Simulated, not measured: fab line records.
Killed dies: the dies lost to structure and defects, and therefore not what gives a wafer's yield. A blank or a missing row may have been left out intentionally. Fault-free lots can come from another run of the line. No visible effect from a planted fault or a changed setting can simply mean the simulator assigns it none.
fab line records	flow n5_finfet
record lots=7	wafers=18	last_day=17
route steps=1938 shown BEOL_M3@958 BEOL_M4@1111
lots that met no fault: from a run of the same line without faults
start_h: hours from the record's opening day to when the first of the lot's shown wafers began	wait_h: hours from the lot's prior step to this one	" unchanged from the row above	L1.1+2: a single row standing in for several wafers	- no value, or no start given	* or withheld: withheld	< > ~ a bound
route shown NAME@n: NAME is a module with steps in the file, n the number in the route of the first one	usual: the fault-free wafers' mean and standard deviation	same: alike in all rows	chamber/n: place in a boat	sites: per-site readings	_std_site: standard deviation of those values	_edge_site: outer sites' mean less inner sites'	radius_mm: how far each site lies from the wafer's centre	mask NAME#n: copy n	behind: the tool/chamber that last shaped the wafer	hold: why the lot went on hold/how many hours it stayed there/how the hold came to an end	device: transistor that didn't switch, given as n, p or np	end of line: tests of these same wafers at the route's end	for a step that has no rows: nothing shown but its recipe	killed: at the first sort, the dies lost to defects and structure; wafer yield is something else	map: the dies of a wafer, with x for killed, . for not killed, _ for no die there
set.NAME: the setting as run; set.NAME@STEP: as run at that earlier step	model.NAME: the simulator's own value behind a step, which no gauge read
a table for each step, a row for each wafer; lots at some steps of the route
services: a tool's chamber out of use, with start hour (start_h, from the record's first day; less than 0 if before it), hours out, and reason
## steps
# step N5_BEOL_M3_COAT_68
# recipe resist=SiARC	temp_c=220	time_s=60	spin_rpm=1500	resist_thk_nm=12
# step N5_BEOL_M3_COAT_76
# recipe resist=underlayer	temp_c=205	time_s=60	spin_rpm=1500	resist_thk_nm=5
# step N5_BEOL_M3_COAT_22
# recipe resist=CAR-EUV	spin_rpm=1500	resist_thk_nm=30
# step N5_BEOL_M3_EBR_24
# recipe solvent=PGMEA	ebr_width_mm=1.5
# step N5_BEOL_M3_SOFTBAKE_23
# recipe temp_c=110	time_s=60	resist=CAR-EUV
# step N5_BEOL_M3_EXPOSE_25
# recipe mask_id=V2	na=0.33	source_shape=quasar	sigma_inner=0.2	sigma_outer=0.8	polarization=unpolarized	defocus_nm=5	dose_mj=63
# step N5_BEOL_M3_PEB_26
# recipe peb_temp_c=100	peb_time_s=60	resist=CAR-EUV
# step N5_BEOL_M3_DEVELOP_27
# recipe develop_time_s=30	developer=TMAH	resist=CAR-EUV	rinse_liquid=surfactant_rinse	dry=air_spin	dev_temp_c=23
# step N5_BEOL_M3_CD_MEAS_28
# recipe target_cd_nm=25.7	landing_energy_ev=500	detector=se_inlens	target_cd_y_nm=23.3	polarity=opening
# usual cd_nm=25.74/0.23
lot.wafer	tool	chamber	start_h	wait_h	cd_nm
L176.2	cd_sem-01	0	179.02	-	25.97
L176.4	"	0	"	"	25.91
L176.5	"	0	"	"	25.77
L178.2	cd_sem-03	0	186.32	-	25.79
L178.3	"	0	"	"	25.68
L178.5	"	0	"	"	25.83
L186.2	cd_sem-03	0	239.92	-	25.92
L186.4	"	0	"	"	25.68
L187.2	cd_sem-01	0	248.11	-	25.68
L187.3	"	0	"	"	25.51
L188.2	cd_sem-02	0	253.57	-	25.93
L188.3	"	0	"	"	25.61
L192.1	cd_sem-01	0	282.37	-	25.57
L192.4	"	0	"	"	25.76
L192.5	"	0	"	"	25.55
L193.2	cd_sem-03	0	286.24	-	26.22
L193.3	"	0	"	"	25.92
L193.6	"	0	"	"	25.72
# step N5_BEOL_M3_OVL_MEAS_29
# recipe points_per_wafer=522
# usual V2_OVL=-0.4/0.66
# same points_per_wafer=522
lot.wafer	tool	chamber	start_h	wait_h	V2_OVL[nm]
L176.2	overlay-02	0	179.05	0.0	-0.8
L176.4	"	0	"	"	-0.6
L176.5	"	0	"	"	-0.3
L178.2	overlay-02	0	186.36	0.0	-0.9
L178.3	"	0	"	"	-0.3
L178.5	"	0	"	"	-1.3
L186.2	overlay-01	0	239.96	0.0	-0.8
L186.4	"	0	"	"	-0.1
L187.2	overlay-01	0	248.14	0.0	-1.6
L187.3	"	0	"	"	-0.4
L188.2	overlay-02	0	253.60	0.0	-0.9
L188.3	"	0	"	"	-0.8
L192.1	overlay-01	0	282.40	0.0	-1.0
L192.4	"	0	"	"	-0.6
L192.5	"	0	"	"	-0.6
L193.2	overlay-02	0	286.28	0.0	0.0
L193.3	"	0	"	"	-1.1
L193.6	"	0	"	"	-0.6
# step N5_BEOL_M3_INSPECT_30
# recipe mode=adi	inspect_instrument=brightfield
# usual raw_defect_count=411/100
lot.wafer	tool	chamber	start_h	wait_h	raw_defect_count
L176.2	defect_inspect-01	-	179.11	0.0	478
L176.4	"	-	"	"	574
L176.5	"	-	"	"	511
L178.2	defect_inspect-02	-	186.41	0.0	460
L178.3	"	-	"	"	467
L178.5	"	-	"	"	386
L186.2	defect_inspect-02	-	240.01	0.0	416
L186.4	"	-	"	"	297
L187.2	defect_inspect-02	-	248.19	0.0	321
L187.3	"	-	"	"	438
L188.2	defect_inspect-02	-	253.65	0.0	394
L188.3	"	-	"	"	698
L192.1	defect_inspect-02	-	282.46	0.1	309
L192.4	"	-	"	"	563
L192.5	"	-	"	"	522
L193.2	defect_inspect-01	-	286.33	0.0	373
L193.3	"	-	"	"	409
L193.6	"	-	"	"	382
# step N5_BEOL_M3_DESCUM_33
# recipe chemistry=O2	time_s=7	source_power_w=50	bias_power_w=20	pressure_mtorr=20	rf_frequency_hz=2.712e+07	temp_c=40	resist=CAR-EUV	o2_flow_sccm=225
# usual drypump_motor_current_A=5.6/0.65	oes_product_au=0.79/0.085	rf_vpp_V=242.9/1.5	showerhead_plenum_p_Torr=2.07/0.093	temp_c=40.02/0.11	throttle_valve_pct=20.35/0.17
lot.wafer	tool	chamber	start_h	wait_h	drypump_motor_current_A	oes_product_au	rf_hours_counter_h	rf_vpp_V	showerhead_plenum_p_Torr	temp_c	throttle_valve_pct
L176.2	rie_diel-05	2	179.14	0.0	6.2	0.72	172	242.5	2.01	40.09	20.63
L176.4	"	3	"	"	6.8	0.77	144	241.7	2.00	40.15	20.39
L176.5	"	3	"	"	6.8	0.77	-	241.2	2.00	40.14	20.41
L178.2	rie_diel-05	2	186.44	0.0	6.2	0.72	175	241.0	2.01	40.13	20.62
L178.3	"	3	"	"	6.8	0.77	147	241.6	2.00	39.93	20.39
L178.5	"	3	"	"	6.8	0.77	-	239.3	2.00	39.77	20.40
L186.2	rie_diel-05	1	240.33	0.3	6.0	0.93	11	242.0	2.06	40.06	20.38
L186.4	"	0	"	"	4.6	0.85	58	241.4	2.03	40.02	20.17
L187.2	rie_diel-05	2	248.23	0.0	6.2	0.71	196	240.9	2.00	39.97	20.66
L187.3	"	3	"	"	6.8	0.75	168	242.9	1.99	40.18	20.43
L188.2	rie_diel-05	2	253.69	0.0	6.2	0.69	197	241.1	2.00	40.15	20.65
L188.3	"	1	"	"	6.0	0.93	15	242.1	2.05	40.04	20.38
L192.1	rie_diel-03	2	282.52	0.1	5.2	0.73	180	244.5	2.17	40.05	20.38
L192.4	"	3	"	"	5.2	0.74	158	241.4	1.92	39.95	20.24
L192.5	"	3	"	"	5.2	0.74	-	241.6	1.92	39.98	20.24
L193.2	rie_diel-03	3	286.36	0.0	5.2	0.73	160	239.2	1.92	40.02	20.26
L193.3	"	0	"	"	5.4	1.01	2	245.0	2.15	40.04	20.12
L193.6	"	3	"	"	5.2	0.74	-	240.2	1.92	39.86	20.26
# step N5_BEOL_M3_ETCH_77
# recipe chemistry=N2/H2	target=underlayer	target_depth_a=65	mask_material=CAR-EUV	time_s=5.2	ion_energy_ev=200	pressure_mtorr=30	source_w=840	bias_w=150	n2_flow_sccm=200	h2_flow_sccm=200	ends=cleared
# usual drypump_motor_current_A=5.6/0.65	etch_rf_on_time_s=5.15/0.091	oes_product_au=0.67/0.074	rf_vpp_V=523/3.3	showerhead_plenum_p_Torr=2.52/0.11	throttle_valve_pct=17.78/0.19
lot.wafer	tool	chamber	start_h	wait_h	drypump_motor_current_A	etch_rf_on_time_s	oes_product_au	rf_hours_counter_h	rf_vpp_V	showerhead_plenum_p_Torr	throttle_valve_pct
L176.2	rie_diel-05	2	179.18	0.0	6.2	5.22	0.62	172	520	2.43	17.91
L176.4	"	3	"	"	6.8	5.04	0.67	144	521	2.45	17.86
L176.5	"	3	"	"	6.8	5.12	0.67	-	522	2.45	17.87
L178.2	rie_diel-05	2	186.48	0.0	6.2	5.27	0.61	175	521	2.43	17.92
L178.3	"	3	"	"	6.8	5.10	0.66	147	522	2.45	17.90
L178.5	"	3	"	"	6.8	5.09	0.66	-	521	2.45	17.87
L186.2	rie_diel-05	1	240.36	0.0	6.0	5.92	0.74	11	521	2.51	17.98
L186.4	"	0	"	"	4.7	5.11	0.72	58	522	2.47	17.58
L187.2	rie_diel-05	2	248.26	0.0	6.2	6.00	0.55	196	521	2.42	17.96
L187.3	"	3	"	"	6.8	5.80	0.61	168	521	2.44	17.89
L188.2	rie_diel-05	2	253.72	0.0	6.2	6.09	0.54	197	523	2.42	17.97
L188.3	"	1	"	"	6.0	5.98	0.73	15	522	2.51	17.97
L192.1	rie_diel-03	2	282.56	0.0	5.1	5.18	0.61	180	527	2.63	17.76
L192.4	"	3	"	"	5.3	5.19	0.63	158	520	2.34	17.73
L192.5	"	3	"	"	5.2	5.19	0.63	-	516	2.34	17.75
L193.2	rie_diel-03	3	286.40	0.0	5.2	5.27	0.62	160	517	2.34	17.73
L193.3	"	0	"	"	5.4	4.92	0.85	2	528	2.60	17.52
L193.6	"	3	"	"	5.2	5.27	0.63	-	517	2.34	17.71
# step N5_BEOL_M3_ETCH_69
# recipe chemistry=CF4	target=SiARC	target_depth_a=156	mask_material=CAR-EUV	time_s=26	ion_energy_ev=80	pressure_mtorr=40	source_w=545	bias_w=36	Ar_flow_sccm=100	cf4_flow_sccm=100	ends=cleared
# usual drypump_motor_current_A=5.6/0.66	etch_rf_on_time_s=25.8/0.42	oes_product_au=0.68/0.074	rf_vpp_V=183.9/1.3	showerhead_plenum_p_Torr=2.12/0.085	throttle_valve_pct=15.54/0.16
lot.wafer	tool	chamber	start_h	wait_h	drypump_motor_current_A	etch_rf_on_time_s	oes_product_au	rf_hours_counter_h	rf_vpp_V	showerhead_plenum_p_Torr	throttle_valve_pct
L176.2	rie_diel-05	2	179.19	0.0	6.2	26.4	0.61	172	183.1	2.05	15.75
L176.4	"	3	"	"	6.8	25.5	0.66	144	181.6	2.06	15.65
L176.5	"	3	"	"	6.8	25.7	0.66	-	184.1	2.06	15.65
L178.2	rie_diel-05	2	186.49	0.0	6.2	26.3	0.61	175	183.3	2.05	15.74
L178.3	"	3	"	"	6.7	25.4	0.67	147	182.5	2.06	15.66
L178.5	"	3	"	"	6.7	25.7	0.66	-	183.1	2.06	15.67
L186.2	rie_diel-05	1	240.38	0.0	6.0	26.0	0.79	11	183.6	2.10	15.45
L186.4	"	0	"	"	4.7	25.8	0.72	58	182.7	2.09	15.43
L187.2	rie_diel-05	2	248.28	0.0	6.2	26.1	0.61	196	182.8	2.04	15.78
L187.3	"	3	"	"	6.8	25.6	0.65	168	182.6	2.06	15.69
L188.2	rie_diel-05	2	253.74	0.0	6.2	26.2	0.60	197	182.8	2.04	15.77
L188.3	"	1	"	"	6.0	25.7	0.79	15	184.7	2.10	15.44
L192.1	rie_diel-03	2	282.57	0.0	5.2	26.1	0.62	180	184.3	2.21	15.58
L192.4	"	3	"	"	5.2	26.3	0.63	158	181.6	1.98	15.54
L192.5	"	3	"	"	5.2	26.2	0.63	-	182.7	1.98	15.54
L193.2	rie_diel-03	3	286.41	0.0	5.2	26.4	0.63	160	183.4	1.98	15.53
L193.3	"	0	"	"	5.4	25.1	0.85	2	183.7	2.19	15.16
L193.6	"	3	"	"	5.2	26.3	0.63	-	182.1	1.98	15.53
# step N5_BEOL_M4_RC_MEAS_101
# usual DIBL_N=36.3/1	DIBL_P=36.2/1.4	IOFF_N=0.157/0.021	IOFF_P=0.206/0.025	ION_N=673/9	ION_P=461/6.4	SS_N=71.5/0.5	SS_P=73.2/0.47	VT_N=249.9/2.4	VT_P=-250.6/2.9
lot.wafer	tool	chamber	start_h	wait_h	DIBL_N[mV/V]	DIBL_P[mV/V]	IOFF_N[nA/um]	IOFF_P[nA/um]	ION_N[uA/um]	ION_P[uA/um]	SS_N[mV/dec]	SS_P[mV/dec]	VT_N[mV]	VT_P[mV]
L176.2	prober-01	0	201.70	0.2	38.3	36.8	0.173	0.210	677	462	71.7	73.0	248.6	-252.0
L176.4	"	0	"	"	37.3	36.1	0.155	0.206	684	468	71.7	73.3	248.2	-249.6
L176.5	"	0	"	"	37.6	37.2	0.176	0.225	683	464	71.7	73.3	246.7	-250.1
L178.2	prober-02	0	206.60	0.2	35.1	34.1	0.125	0.161	655	444	71.0	72.9	256.7	-255.4
L178.3	"	0	"	"	37.0	36.5	0.158	0.193	686	465	71.8	73.1	249.2	-253.4
L178.5	"	0	"	"	37.7	36.6	0.166	0.201	666	456	71.8	73.0	249.7	-252.3
L186.2	prober-01	0	255.78	0.2	35.6	33.8	0.126	0.183	664	460	71.2	72.9	251.8	-251.5
L186.4	"	0	"	"	35.0	33.9	0.120	0.179	667	457	70.8	73.3	252.0	-251.5
L187.2	prober-02	0	268.48	0.2	36.3	37.3	0.171	0.208	682	462	71.4	72.8	248.6	-249.7
L187.3	"	0	"	"	36.2	36.7	0.161	0.196	676	461	71.2	72.6	249.1	-251.0
L188.2	prober-01	0	271.26	0.2	36.2	35.9	0.151	0.209	676	466	71.1	72.9	249.4	-249.9
L188.3	"	0	"	"	36.5	36.0	0.153	0.212	676	463	71.5	72.7	250.3	-248.4
L192.1	prober-02	0	301.67	0.0	37.1	37.4	0.172	0.208	676	463	71.5	73.3	251.2	-251.8
L192.4	"	0	"	"	36.7	36.5	0.165	0.203	674	458	71.5	73.2	250.1	-251.7
L192.5	"	0	"	"	35.8	36.0	0.148	0.184	675	456	71.2	74.2	251.8	-252.5
L193.2	prober-02	0	306.72	0.2	35.5	37.7	0.165	0.194	679	464	71.2	73.0	245.6	-249.8
L193.3	"	0	"	"	37.6	40.5	0.204	0.238	683	466	72.0	74.0	246.8	-250.4
L193.6	"	0	"	"	36.9	40.0	0.204	0.231	686	463	71.8	74.2	245.4	-250.8
## services
tool	chamber	start_h	hours	kind
rie_diel-05	1	180.70	-	clean
rie_diel-05	1	180.70	-	consumable_replace:focus_ring
rie_diel-05	1	180.70	22.6	scheduled_down
rie_diel-05	1	180.70	22.6	vent_cycle
rie_diel-03	2	251.67	11.3	repair
rie_diel-03	0	263.00	-	clean
rie_diel-03	0	263.00	-	consumable_replace:focus_ring
rie_diel-03	0	263.00	18.7	scheduled_down
rie_diel-03	0	263.00	18.7	vent_cycle
## key
first_sign step=N5_BEOL_M3_ETCH_77	reading=etch_rf_on_time_s	direction=up	sigmas=8.9	usual=*	struck=*
effect none on later readings
met_at N5_BEOL_M3_ETCH_77
struck_wafers L186.2,L187.2,L187.3,L188.2,L188.3
onset_between 186.48 240.36
fault kind=process_parameter_drift	tool=rie_diel-05	chamber=-	onset_h=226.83	steps=N5_BEOL_M3_ETCH_77	channel=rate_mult	offset=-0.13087	shape=step	end_h=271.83	scope=struck_wafers_only
